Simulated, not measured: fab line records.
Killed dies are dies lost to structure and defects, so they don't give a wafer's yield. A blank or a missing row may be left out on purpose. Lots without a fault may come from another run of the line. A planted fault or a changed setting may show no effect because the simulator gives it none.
fab line records    flow nandHarc
[record] lots = 14  wafers = 42  lastDay = 33
route steps=1302 shown A_CHANNEL_FILL_D1@494 A_ONON_D2@556 END@1302
lots that met no fault: taken from a fault-free run of the same line
startH: the number of hours between the record's first day and the start of the first shown wafer of the lot    waitH: time in hours since the lot's previous step    " same as the row above    L1.1+2: a row that stands for several wafers    - no value, or no start given    * or withheld: withheld    < > ~ a bound
route shown NAME@n: a module of which the file shows steps, and the number in the route of the first    usual: mean/standard deviation taken from wafers without a fault    same: alike in all rows    chamber/n: place in a boat    sites: the reading at each site    _std_site: the values' standard deviation    _edge_site: the outer-site mean with the inner-site mean subtracted    radiusMm: for every site, how far away it sits from the centre of the wafer    mask NAME#n: copy n    behind: the last tool/chamber to shape the wafer    hold: reason for holding the lot/hours on hold/outcome of the hold    device: which transistor (n, p or np) failed to switch    end of line: tests of these same wafers at the route's end    a step given without rows: its recipe and nothing more    killed: count of dies lost to structure and defects at first sort (not the wafer's yield)    map: the dies of a wafer, with x for killed, . for not killed, _ for no die there
set.NAME: the run value of the setting; set.NAME@STEP: its run value at that earlier step    model.NAME: the simulator's own value behind a step, which no gauge read
route steps across a sampled set of lots; one table per step, one row per wafer
services: when a tool's chamber went out of use (startH, in hours from the record's first day, below 0 if earlier), for how many hours, and the reason
[[steps]]
[step NHARC_A_CHANNEL_FILL_D1_ALD_14]
[recipe] targetThkA = 25  pulseTimeS = 10  aldCycles = 25  tempC = 300  material = SiO2
[usual] heaterPowerOuterW = 249/26  heaterPowerW = 446/37  precursorPulseHeightRel = 1.000/0.02
lot.wafer  tool      chamber  startH  waitH  heaterPowerOuterW  heaterPowerW  precursorPulseHeightRel
L789.1     aldHk-02  1        202.65  0.0    231                400           1.011
L789.2     "         0        "       "      252                415           1.009
L789.5     "         2        "       "      222                406           0.965
L794.1     aldHk-02  2        250.87  0.0    226                415           0.984
L794.4     "         0        "       "      246                427           1.055
L794.6     "         3        "       "      276                454           1.027
L798.4     aldHk-02  3        284.99  0.0    273                473           0.976
L798.3     "         0        "       "      251                425           1.014
L798.5     "         0        "       "      250                427           0.998
L799.2     aldHk-03  3        305.71  2.7    220                402           1.001
L799.5     "         3        "       "      209                405           0.998
L799.6     "         0        "       "      240                427           1.012
L801.2     aldHk-02  0        307.58  0.3    256                425           0.976
L801.1     "         1        "       "      227                405           0.986
L801.5     "         0        "       "      247                436           0.991
L802.4     aldHk-03  1        320.20  0.2    272                477           1.004
L802.6     "         2        "       "      237                431           0.986
L802.5     "         3        "       "      214                423           1.001
L804.3     aldHk-01  2        338.50  0.0    250                460           1.003
L804.2     "         3        "       "      252                471           1.027
L804.1     "         0        "       "      333                566           0.990
L805.4     aldHk-03  0        352.63  0.0    243                449           1.002
L805.1     "         2        "       "      244                430           1.020
L805.5     "         0        "       "      243                437           1.002
L806.2     aldHk-03  0        365.75  0.7    244                428           1.013
L806.4     "         2        "       "      243                447           0.995
L806.5     "         3        "       "      218                416           1.000
L808.1     aldHk-01  3        379.00  0.0    250                474           1.048
L808.2     "         0        "       "      324                540           0.990
L808.5     "         0        "       "      320                542           0.992
L807.1     aldHk-03  2        379.03  0.1    244                438           0.974
L807.5     "         1        "       "      271                472           0.991
L807.6     "         2        "       "      244                439           1.021
L810.1     aldHk-02  1        411.88  0.1    241                423           0.973
L810.2     "         2        "       "      226                434           1.019
L810.5     "         3        "       "      280                489           0.959
L811.3     aldHk-02  1        420.12  0.0    241                408           0.977
L811.6     "         1        "       "      239                409           1.014
L811.5     "         2        "       "      232                427           1.040
L812.1     aldHk-02  1        425.33  0.0    237                416           1.012
L812.3     "         3        "       "      283                488           1.014
L812.6     "         1        "       "      234                418           1.006
[step NHARC_A_CHANNEL_FILL_D1_ALD_16]
[recipe] targetThkA = 15  pulseTimeS = 10  aldCycles = 15  tempC = 300  material = SiO2
[usual] heaterPowerOuterW = 252/26  heaterPowerW = 451/40  precursorPulseHeightRel = 0.999/0.019
lot.wafer  tool      chamber  startH  waitH  heaterPowerOuterW  heaterPowerW  precursorPulseHeightRel
L789.2     aldHk-02  0        207.82  0.0    251                431           0.981
L789.1     "         2        "       "      223                413           1.007
L789.5     "         1        "       "      228                408           1.019
L794.1     aldHk-01  0        256.12  0.1    324                554           0.988
L794.4     "         1        "       "      246                442           1.000
L794.6     "         3        "       "      257                489           1.015
L798.3     aldHk-01  0        290.25  0.1    321                562           1.003
L798.4     "         1        "       "      250                443           1.010
L798.5     "         2        "       "      250                455           1.018
L799.2     aldHk-02  0        310.99  0.1    245                426           0.947
L799.5     "         1        "       "      226                393           1.010
L799.6     "         2        "       "      227                408           1.024
L801.2     aldHk-02  0        311.26  0.4    250                441           0.982
L801.1     "         1        "       "      221                403           0.995
L801.5     "         3        "       "      271                473           1.026
L802.4     aldHk-01  3        325.30  0.1    248                477           1.000
L802.5     "         2        "       "      254                446           1.000
L802.6     "         3        "       "      245                468           0.979
L804.3     aldHk-03  2        343.65  0.0    247                458           0.990
L804.2     "         0        "       "      248                434           1.002
L804.1     "         1        "       "      267                487           1.006
L805.4     aldHk-03  2        357.79  0.0    251                431           0.999
L805.1     "         0        "       "      239                430           1.008
L805.5     "         2        "       "      248                433           1.000
L806.2     aldHk-03  3        372.00  1.2    216                435           1.033
L806.4     "         2        "       "      248                449           0.994
L806.5     "         3        "       "      209                417           1.000
L808.1     aldHk-01  2        384.26  0.1    255                458           1.003
L808.2     "         0        "       "      315                559           0.992
L808.5     "         1        "       "      248                453           1.011
L807.1     aldHk-02  3        384.31  0.1    279                491           1.013
L807.5     "         0        "       "      262                442           1.021
L807.6     "         1        "       "      230                412           1.000
L810.1     aldHk-02  2        418.76  1.8    234                426           1.003
L810.2     "         0        "       "      266                456           0.966
L810.5     "         2        "       "      229                428           1.006
L811.3     aldHk-03  0        426.20  0.0    244                443           0.961
L811.6     "         0        "       "      248                451           0.986
L811.5     "         1        "       "      270                492           1.018
L812.1     aldHk-02  0        430.50  0.1    267                450           0.994
L812.3     "         1        "       "      233                424           0.988
L812.6     "         3        "       "      283                490           1.004
[step NHARC_A_ONON_D2_DEP_16]
[recipe] targetThkA = 10000  n2FlowSccm = 2750  n2oFlowSccm = 2000  nh3FlowSccm = 500  sih4FlowSccm = 210  tempC = 400
lot.wafer   tool          chamber  startH  waitH
L789.1+2+5  pecvdOnon-01  0        293.42  0.4
L794.1+4+6  pecvdOnon-02  0        335.47  0.4
L798.3+4+5  pecvdOnon-03  0        377.40  0.5
L801.1+2+5  pecvdOnon-02  0        392.65  0.4
L799.2+5+6  pecvdOnon-03  0        392.71  0.4
L802.4+5+6  pecvdOnon-02  0        405.44  0.6
L804.1+2+3  pecvdOnon-01  0        431.23  0.4
L805.1+4+5  pecvdOnon-02  0        439.69  0.4
L806.2+4+5  pecvdOnon-03  0        459.07  0.4
L807.1+5+6  pecvdOnon-02  0        465.92  0.4
L808.1+2+5  pecvdOnon-01  0        465.96  0.4
L810.1+2+5  pecvdOnon-02  0        500.91  0.4
L812.1+3+6  pecvdOnon-03  0        508.62  0.4
L811.3+5+6  pecvdOnon-02  0        508.74  0.5
[step NHARC_A_ONON_D2_THK_MEAS_18]
[recipe] thkMeasGauge = ellipsometry
[usual] thkNm = 999/12
lot.wafer  tool          chamber  startH  waitH  thkNm
L789.1     filmMetro-02  -        293.93  -      991
L789.2     "             -        "       "      991
L789.5     "             -        "       "      991
L794.1     filmMetro-02  -        335.98  -      1020
L794.4     "             -        "       "      1020
L794.6     "             -        "       "      1018
L798.3     filmMetro-01  -        377.80  -      997
L798.4     "             -        "       "      996
L798.5     "             -        "       "      711
L799.2     filmMetro-02  -        393.16  -      721
L799.5     "             -        "       "      721
L799.6     "             -        "       "      721
L801.1     filmMetro-01  -        393.16  -      1010
L801.2     "             -        "       "      1008
L801.5     "             -        "       "      1009
L802.4     filmMetro-02  -        405.77  -      961
L802.5     "             -        "       "      960
L802.6     "             -        "       "      962
L804.1     filmMetro-02  -        431.74  -      1016
L804.2     "             -        "       "      1017
L804.3     "             -        "       "      1016
L805.1     filmMetro-01  -        440.20  -      1006
L805.4     "             -        "       "      1009
L805.5     "             -        "       "      1009
L806.2     filmMetro-01  -        459.53  -      997
L806.4     "             -        "       "      999
L806.5     "             -        "       "      998
L807.1     filmMetro-01  -        466.43  -      995
L807.5     "             -        "       "      995
L807.6     "             -        "       "      994
L808.1     filmMetro-01  -        466.47  -      997
L808.2     "             -        "       "      999
L808.5     "             -        "       "      999
L810.1     filmMetro-02  -        501.42  -      994
L810.2     "             -        "       "      995
L810.5     "             -        "       "      995
L812.1     filmMetro-02  -        509.13  -      999
L812.3     "             -        "       "      999
L812.6     "             -        "       "      1000
L811.3     filmMetro-01  -        509.13  -      995
L811.5     "             -        "       "      994
L811.6     "             -        "       "      995
[step NHARC_END_SORT_01]
[recipe] tempC = 25
[usual] killedAtArray = 53/19  killedAtOther = 0.8/1.2  killedAtPeriphery = 3.7/2.3  killedDies = 57/19  killedOpen = 3.2/1.7  killedShort = 2.6/1.8
[same] grossDies = 677
lot.wafer  tool       chamber  startH  waitH  killedAtArray  killedAtOther  killedAtPeriphery  killedDies  killedOpen  killedShort
L798.3     prober-01  0        663.79  3.1    53             0              2                  55          4           1
L798.4     prober-01  0        664.60  3.4    44             1              2                  47          4           1
L798.5     prober-01  0        665.41  3.7    670            2              5                  677         6           2
L799.2     prober-02  0        670.82  2.8    673            0              4                  677         1           5
L799.5     prober-02  0        673.25  3.7    673            0              4                  677         2           1
L799.6     prober-02  0        674.06  4.0    674            1              2                  677         6           1
L805.1     prober-01  0        716.64  2.5    51             1              3                  55          3           1
L805.4     prober-01  0        719.04  3.4    59             2              3                  64          2           1
L805.5     prober-01  0        719.85  3.7    62             0              4                  66          3           5
// killed by level:class
L798.3 A_CHANNEL_HOLE_D1:chamberFilmFlake=30 A_CHANNEL_HOLE_D2:chamberFilmFlake=9 A_DECK1_JOINT:chamberFilmFlake=4 A_CONTACT:chamberFilmFlake=4 A_SLIT:chamberFilmFlake=2 P_M0:geometricParticle:open=1 P_M2:geometricParticle:open=1 A_SOURCE_PLATE:geometricParticle:open=1
L798.4 A_CHANNEL_HOLE_D2:chamberFilmFlake=17 A_CHANNEL_HOLE_D1:chamberFilmFlake=15 A_DECK1_JOINT:chamberFilmFlake=2 A_WL_FILL:chamberFilmFlake=2 A_CONTACT:chamberFilmFlake=2 A_CHANNEL_FILL_D1:geometricParticle:open=1 A_CHANNEL_HOLE_D2:geometricParticle:open=1 A_SGD_CUT:geometricParticle:short=1
L798.5 A_ONON_D2:areaDep=627 A_CHANNEL_HOLE_D1:chamberFilmFlake=21 A_CHANNEL_HOLE_D2:chamberFilmFlake=16 P_CONTACT:geometricParticle:open=3 THIN_TSV:chamberFilmFlake=2 P_CONTACT:geometricParticle:short=1 A_CHANNEL_FILL_D1:geometricParticle:short=1 A_DECK1_JOINT:geometricParticle:open=1
L799.2 A_ONON_D2:areaDep=589 A_SLIT:chamberFilmFlake=34 A_CHANNEL_HOLE_D1:chamberFilmFlake=16 A_CONTACT:chamberFilmFlake=14 A_CHANNEL_HOLE_D2:chamberFilmFlake=10 A_DECK1_JOINT:geometricParticle:short=2 P_M1:chamberFilmFlake=2 A_CHANNEL_FILL_D2:chamberFilmFlake=2
L799.5 A_ONON_D2:areaDep=580 A_CHANNEL_HOLE_D1:chamberFilmFlake=35 A_SLIT:chamberFilmFlake=27 A_CHANNEL_HOLE_D2:chamberFilmFlake=14 A_CONTACT:chamberFilmFlake=11 P_STI:chamberFilmFlake=2 P_GATE:geometricParticle:short=1 A_ONON_D1:geometricParticle:open=1
L799.6 A_ONON_D2:areaDep=605 A_SLIT:chamberFilmFlake=22 A_CHANNEL_HOLE_D1:chamberFilmFlake=16 A_CHANNEL_HOLE_D2:chamberFilmFlake=14 A_CONTACT:chamberFilmFlake=9 A_DECK1_JOINT:geometricParticle:open=2 A_CONTACT:geometricParticle:open=2 P_STI:chamberFilmFlake=2
L805.1 A_SLIT:chamberFilmFlake=22 A_CHANNEL_HOLE_D2:chamberFilmFlake=17 A_CONTACT:chamberFilmFlake=3 A_M0:chamberFilmFlake=2 P_CONTACT:geometricParticle:open=1 A_ONON_D1:geometricParticle:open=1 A_CHANNEL_FILL_D2:geometricParticle:open=1 A_WL_FILL:geometricParticle:short=1
L805.4 A_SLIT:chamberFilmFlake=34 A_CHANNEL_HOLE_D2:chamberFilmFlake=13 P_STI:chamberFilmFlake=2 THIN_TSV:chamberFilmFlake=2 A_CHANNEL_HOLE_D1:chamberFilmFlake=2 A_STAIRCASE:chamberFilmFlake=2 A_CONTACT:chamberFilmFlake=2 A_ONON_D1:geometricParticle:short=1
L805.5 A_SLIT:chamberFilmFlake=33 A_CHANNEL_HOLE_D2:chamberFilmFlake=11 A_SGD_CUT:geometricParticle:short=2 A_CHANNEL_HOLE_D1:chamberFilmFlake=2 A_DECK1_JOINT:chamberFilmFlake=2 A_CHANNEL_FILL_D2:chamberFilmFlake=2 A_STAIRCASE:chamberFilmFlake=2 A_CONTACT:chamberFilmFlake=2
[[services]]
tool          chamber  startH  hours  kind
aldHk-02      0        181.48  -      clean
aldHk-02      1        181.48  -      clean
aldHk-02      2        181.48  -      clean
aldHk-02      3        181.48  -      clean
pecvdOnon-02  -        185.00  13.0   pm
pecvdOnon-03  -        214.17  0.1    repair
aldHk-03      -        219.78  10.0   pm
aldHk-03      0        219.78  10.0   ventCycle
aldHk-03      1        219.78  10.0   ventCycle
pecvdOnon-03  -        227.19  13.0   pm
pecvdOnon-01  -        269.35  13.0   pm
aldHk-01      -        301.63  10.0   pm
aldHk-02      -        327.40  0.8    repair
aldHk-02      2        352.98  10.0   ventCycle
aldHk-02      3        352.98  10.0   ventCycle
aldHk-02      0        362.98  -      clean
aldHk-02      1        362.98  -      clean
aldHk-02      2        362.98  -      clean
aldHk-02      3        362.98  -      clean
pecvdOnon-02  -        366.00  13.0   pm
aldHk-02      -        370.07  2.9    repair
pecvdOnon-03  -        408.19  13.0   pm
pecvdOnon-01  -        450.58  13.0   pm
aldHk-01      -        479.63  10.0   pm
[[key]]
[firstSign] step = NHARC_A_ONON_D2_THK_MEAS_18  reading = thkNm  direction = down  sigmas = 23  usual = 999  struck = 718
[effect] step = NHARC_END_SORT_01  reading = killedDies  direction = up  sigmas = 32  usual = 57  struck = 677
[moreKillsBornAt] NHARC_A_ONON_D2_DEP_16@pecvdOnon-03 = 2401
metAt NHARC_A_ONON_D2_DEP_16
struckLots L798,L799
struckWafers L798.5,L799.2,L799.5,L799.6
laterRowsLeftOut L798.5,L799.2,L799.5,L799.6
testerLeftOut L798,L799
notActingAt NHARC_A_CHANNEL_FILL_D1_ALD_14,NHARC_A_CHANNEL_FILL_D1_ALD_16
[fault] kind = processParameterDrift  tool = pecvdOnon-03  chamber = -  onsetH = 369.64  steps = NHARC_A_ONON_D2_DEP_16  channel = targetThkA  offset = *  shape = step  endH = 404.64  scope = struckWafersOnly  actsIn = *  stated = *
// testerLeftOut: of these lots the tester's yield and bins aren't shown, on N5 and GAA mostly nor the transistor test; their killed dies are dies lost to structure and defects alone, not to doping, threshold or leakage, so they don't give the yield
// laterRowsLeftOut: the simulator's readings of these wafers behind a module that went badly wrong aren't trusted and aren't shown, but for the sort
